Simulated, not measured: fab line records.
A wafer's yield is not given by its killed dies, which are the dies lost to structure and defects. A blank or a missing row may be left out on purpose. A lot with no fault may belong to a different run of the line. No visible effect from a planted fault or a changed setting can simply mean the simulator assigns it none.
What tool caused it? -- flow n5 finfet -- 24 lots with 72 wafers sampled at 5 steps, on a route of 1938 steps

## WHAT EACH GAUGE READ, for each wafer
N5_HKMG_FIN_INSPECT_28: inspects for defects (darkfield). Usual: raw defect count 41, standard deviation 18.
lot,measured,on,raw defect count,flag
L074,day 4 08:26,defect inspect-01,41 32 69,
L075,day 4 13:50,defect inspect-01,21 13 27,
L076,day 4 21:11,defect inspect-02,30 48 40,
L077,day 5 01:02,defect inspect-02,71 43 43,
L078,day 5 06:26,defect inspect-01,22 24 32,
L079,day 5 13:21,defect inspect-02,54 55 41,
L080,day 6 00:55,defect inspect-02,20 30 26,
L081,day 6 01:19,defect inspect-01,45 68 63,
L082,day 6 11:25,defect inspect-02,24 75 53,
L083,day 6 15:44,defect inspect-01,21 41 25,
L084,day 7 00:54,defect inspect-02,54 49 78,
L085,day 7 03:27,defect inspect-02,39 58 43,
L086,day 7 11:29,defect inspect-02,22 49 33,
L087,day 7 14:31,defect inspect-02,49 81 44,
L088,day 7 18:42,defect inspect-02,45 47 43,
L089,day 8 04:13,defect inspect-01,43 42 44,
L090,day 8 09:42,defect inspect-01,25 99 26,
L091,day 8 12:13,defect inspect-02,29 32 43,
L092,day 8 18:23,defect inspect-01,26 53 38,
L093,day 9 03:08,defect inspect-01,36 30 26,
L094,day 9 08:33,defect inspect-02,16 30 37,
L095,day 9 15:18,defect inspect-01,37 37 48,
L096,day 9 19:37,defect inspect-01,26 20 37,
L097,day 10 04:21,defect inspect-01,23 39 41,

## TOOL THAT RAN EACH LOT (tool first, then ch and the chambers of the sampled wafers, then the start)
lot,N5_HKMG_FIN_STRIP_60,N5_HKMG_FIN_ALD_91,N5_HKMG_FIN_STRIP_88,N5_HKMG_FIN_W_FILL_22
L074,"plasma asher-01 ch 0,1, day 4 01:26","ald metal-04 ch 0,2,3, day 4 04:55","plasma asher-01 ch 0,1, day 4 05:36","cvd w-01 ch 0,1, day 4 07:37"
L075,"plasma asher-02 ch 0,1, day 4 05:50","ald metal-04 ch 1,2,3, day 4 10:23","plasma asher-01 ch 0,1, day 4 10:58","cvd w-02 ch 0,1, day 4 13:01"
L076,"plasma asher-02 ch 0,1, day 4 13:36","ald metal-01 ch 1,2, day 4 17:07","plasma asher-02 ch 0,1, day 4 18:02","cvd w-02 ch 0,1, day 4 20:22"
L077,"plasma asher-01 ch 0,1, day 4 17:53","ald metal-04 ch 0,2,3, day 4 21:33","plasma asher-02 ch 0,1, day 4 22:13","cvd w-01 ch 0,1, day 5 00:13"
L078,"plasma asher-01 ch 0,1, day 4 23:37","ald metal-01 ch 0,3, day 5 03:01","plasma asher-02 ch 0,1, day 5 03:38","cvd w-01 ch 0,1, day 5 05:37"
L079,"plasma asher-02 ch 0,1, day 5 06:09","ald metal-01 ch 2,3, day 5 09:50","plasma asher-01 ch 0,1, day 5 10:31","cvd w-01 ch 0,1, day 5 12:30"
L080,"plasma asher-02 ch 0,1, day 5 17:28","ald metal-03 ch 0,1,2, day 5 21:24","plasma asher-01 ch 0,1, day 5 22:05","cvd w-02 ch 1, day 6 00:05"
L081,"plasma asher-02 ch 0,1, day 5 17:59","ald metal-04 ch 2,3, day 5 21:52","plasma asher-02 ch 0,1, day 5 22:31","cvd w-01 ch 0,1, day 6 00:30"
L082,"plasma asher-02 ch 0,1, day 6 04:29","ald metal-01 ch 0,2,3, day 6 07:58","plasma asher-01 ch 1, day 6 08:36","cvd w-01 ch 0, day 6 10:35"
L083,"plasma asher-02 ch 0,1, day 6 08:51","ald metal-04 ch 0,1,3, day 6 12:19","plasma asher-01 ch 1, day 6 12:55","cvd w-01 ch 0,1, day 6 14:55"
L084,"plasma asher-01 ch 0,1, day 6 17:57","ald metal-03 ch 1,2, day 6 21:28","plasma asher-01 ch 0,1, day 6 22:05","cvd w-02 ch 0,1, day 7 00:05"
L085,"plasma asher-01 ch 0,1, day 6 20:28","ald metal-01 ch 0,2,3, day 7 00:03","plasma asher-01 ch 0,1, day 7 00:38","cvd w-01 ch 0,1, day 7 02:38"
L086,"plasma asher-02 ch 0,1, day 7 03:56","ald metal-03 ch 0,1,3, day 7 08:04","plasma asher-02 ch 0,1, day 7 08:40","cvd w-01 ch 0,1, day 7 10:40"
L087,"plasma asher-01 ch 0,1, day 7 07:19","ald metal-03 ch 0,2,3, day 7 11:04","plasma asher-02 ch 1, day 7 11:40","cvd w-01 ch 0,1, day 7 13:41"
L088,"plasma asher-01 ch 1, day 7 11:56","ald metal-03 ch 0,2, day 7 15:17","plasma asher-02 ch 0,1, day 7 15:52","cvd w-02 ch 0, day 7 17:53"
L089,"plasma asher-01 ch 0,1, day 7 21:11","ald metal-01 ch 0,2,3, day 8 00:40","plasma asher-02 ch 0,1, day 8 01:16","cvd w-01 ch 0,1, day 8 03:23"
L090,"plasma asher-01 ch 0,1, day 8 02:27","ald metal-04 ch 1,2,3, day 8 06:11","plasma asher-02 ch 0,1, day 8 06:47","cvd w-02 ch 0,1, day 8 08:53"
L091,"plasma asher-02 ch 0,1, day 8 05:04","ald metal-04 ch 0,1,2, day 8 08:36","plasma asher-01 ch 0,1, day 8 09:11","cvd w-02 ch 1, day 8 11:23"
L092,"plasma asher-02 ch 0,1, day 8 11:12","ald metal-01 ch 0,1,2, day 8 14:59","plasma asher-02 ch 0,1, day 8 15:34","cvd w-01 ch 0,1, day 8 17:34"
L093,"plasma asher-01 ch 0,1, day 8 20:04","ald metal-03 ch 1,2, day 8 23:26","plasma asher-01 ch 0,1, day 9 00:12","cvd w-02 ch 0,1, day 9 02:07"
L094,"plasma asher-02 ch 0,1, day 9 01:22","ald metal-04 ch 0,1,2, day 9 05:02","plasma asher-02 ch 0,1, day 9 05:37","cvd w-02 ch 0,1, day 9 07:44"
L095,"plasma asher-02 ch 0,1, day 9 08:24","ald metal-03 ch 1,2,3, day 9 11:53","plasma asher-01 ch 0,1, day 9 12:29","cvd w-02 ch 0,1, day 9 14:29"
L096,"plasma asher-02 ch 0,1, day 9 12:58","ald metal-04 ch 0,3, day 9 16:11","plasma asher-02 ch 0,1, day 9 16:53","cvd w-01 ch 0,1, day 9 18:49"
L097,"plasma asher-01 ch 0,1, day 9 21:04","ald metal-01 ch 0,1, day 10 00:33","plasma asher-02 ch 0,1, day 10 01:16","cvd w-01 ch 0,1, day 10 03:32"
- N5_HKMG_FIN_STRIP_60: strips in N2/H2, time 360 s.
- N5_HKMG_FIN_ALD_91: deposits TiN, target thk 1 nm, pulse time 1 s, purge time 3 s.
- N5_HKMG_FIN_STRIP_88: strips in N2/H2, time 360 s.
- N5_HKMG_FIN_W_FILL_22: material W, target thk 60 nm, time 18.2 s.

## WHAT THE TOOLS THEMSELVES READ (means of the sampled wafers that have a number; where no wafer has one, the mark that the record gives instead)
N5_HKMG_FIN_STRIP_60. Usual: drypump motor current A 5.9 A, standard deviation 0.36; heater power w 471 W, standard deviation 34.
lot,tool,drypump motor current A (A),heater power w (W),flag
L074,plasma asher-01,5.5,478,
L075,plasma asher-02,6.1,473,
L076,plasma asher-02,6.1,473,
L077,plasma asher-01,5.7,451,
L078,plasma asher-01,5.7,449,
L079,plasma asher-02,6.1,483,
L080,plasma asher-02,6.1,476,
L081,plasma asher-02,6.1,482,
L082,plasma asher-02,6.1,487,
L083,plasma asher-02,6.1,479,
L084,plasma asher-01,5.5,472,
L085,plasma asher-01,5.8,439,
L086,plasma asher-02,6.1,483,
L087,plasma asher-01,5.5,479,
L088,plasma asher-01,6.0,420,
L089,plasma asher-01,5.8,445,
L090,plasma asher-01,5.5,481,
L091,plasma asher-02,6.1,472,
L092,plasma asher-02,6.1,476,
L093,plasma asher-01,5.7,443,
L094,plasma asher-02,6.1,485,
L095,plasma asher-02,6.1,484,
L096,plasma asher-02,6.1,483,
L097,plasma asher-01,5.8,443,

N5_HKMG_FIN_ALD_91. Usual: heater power w 905 W, standard deviation 95; precursor pulse height rel 1.001, standard deviation 0.021.
lot,tool,heater power w (W),precursor pulse height rel,flag
L074,ald metal-04,952,1.020,
L075,ald metal-04,883,0.995,
L076,ald metal-01,836,1.024,
L077,ald metal-04,958,1.005,
L078,ald metal-01,1020,1.004,
L079,ald metal-01,964,0.994,
L080,ald metal-03,876,1.023,
L081,ald metal-04,939,0.999,
L082,ald metal-01,1002,0.985,
L083,ald metal-04,927,1.022,
L084,ald metal-03,949,0.993,
L085,ald metal-01,1009,0.986,
L086,ald metal-03,817,0.998,
L087,ald metal-03,843,1.013,
L088,ald metal-03,888,1.005,
L089,ald metal-01,995,0.998,
L090,ald metal-04,885,1.002,
L091,ald metal-04,888,0.978,
L092,ald metal-01,934,1.021,
L093,ald metal-03,945,0.980,
L094,ald metal-04,888,1.012,
L095,ald metal-03,896,0.982,
L096,ald metal-04,978,0.987,
L097,ald metal-01,944,1.014,

N5_HKMG_FIN_STRIP_88. Usual: drypump motor current A 5.9 A, standard deviation 0.36; heater power w 471 W, standard deviation 34.
lot,tool,drypump motor current A (A),heater power w (W),flag
L074,plasma asher-01,5.8,449,
L075,plasma asher-01,5.5,480,
L076,plasma asher-02,6.1,481,
L077,plasma asher-02,6.1,479,
L078,plasma asher-02,6.1,471,
L079,plasma asher-01,5.5,477,
L080,plasma asher-01,5.5,479,
L081,plasma asher-02,6.1,488,
L082,plasma asher-01,6.0,416,
L083,plasma asher-01,6.0,415,
L084,plasma asher-01,5.5,483,
L085,plasma asher-01,5.5,478,
L086,plasma asher-02,6.1,472,
L087,plasma asher-02,6.0,464,
L088,plasma asher-02,6.1,473,
L089,plasma asher-02,6.1,477,
L090,plasma asher-02,6.1,480,
L091,plasma asher-01,5.5,472,
L092,plasma asher-02,6.1,484,
L093,plasma asher-01,5.5,481,
L094,plasma asher-02,6.1,481,
L095,plasma asher-01,5.7,447,
L096,plasma asher-02,6.1,473,
L097,plasma asher-02,6.1,468,

N5_HKMG_FIN_W_FILL_22. Usual: heater power w 934 W, standard deviation 110; throttle valve pct 18.8 %, standard deviation 1.
lot,tool,heater power w (W),throttle valve pct (%),flag
L074,cvd w-01,992,18.1,
L075,cvd w-02,955,19.9,
L076,cvd w-02,950,19.9,
L077,cvd w-01,991,18.0,
L078,cvd w-01,977,18.1,
L079,cvd w-01,976,18.1,
L080,cvd w-02,1038,20.4,
L081,cvd w-01,917,17.8,
L082,cvd w-01,1046,18.3,
L083,cvd w-01,909,17.8,
L084,cvd w-02,963,20.0,
L085,cvd w-01,974,18.2,
L086,cvd w-01,911,18.0,
L087,cvd w-01,985,18.3,
L088,cvd w-02,803,19.0,
L089,cvd w-01,978,18.1,
L090,cvd w-02,954,20.0,
L091,cvd w-02,1035,20.6,
L092,cvd w-01,915,18.1,
L093,cvd w-02,877,19.7,
L094,cvd w-02,950,19.9,
L095,cvd w-02,945,20.2,
L096,cvd w-01,909,17.9,
L097,cvd w-01,911,18.0,

## THE ANSWER, worked out from the rows above alone
Rule: a lot is off if the mean of its wafers that have a number lies more than 3 standard deviations from the usual mean. A lot without any number at a reading at which 4 lots or more have one is off too. Any other lot the step has rows for is counted as sound. First the gauges in route order, then the tools' own readings, where a lot's mean is used as printed above. At the first step where some lot is off, the reading lying furthest off is the one used; lots without a number count as furthest.
Across all readings shown, no lot is off: no conclusion can be drawn from this.

## WHAT THE SIMULATOR HAD INSERTED
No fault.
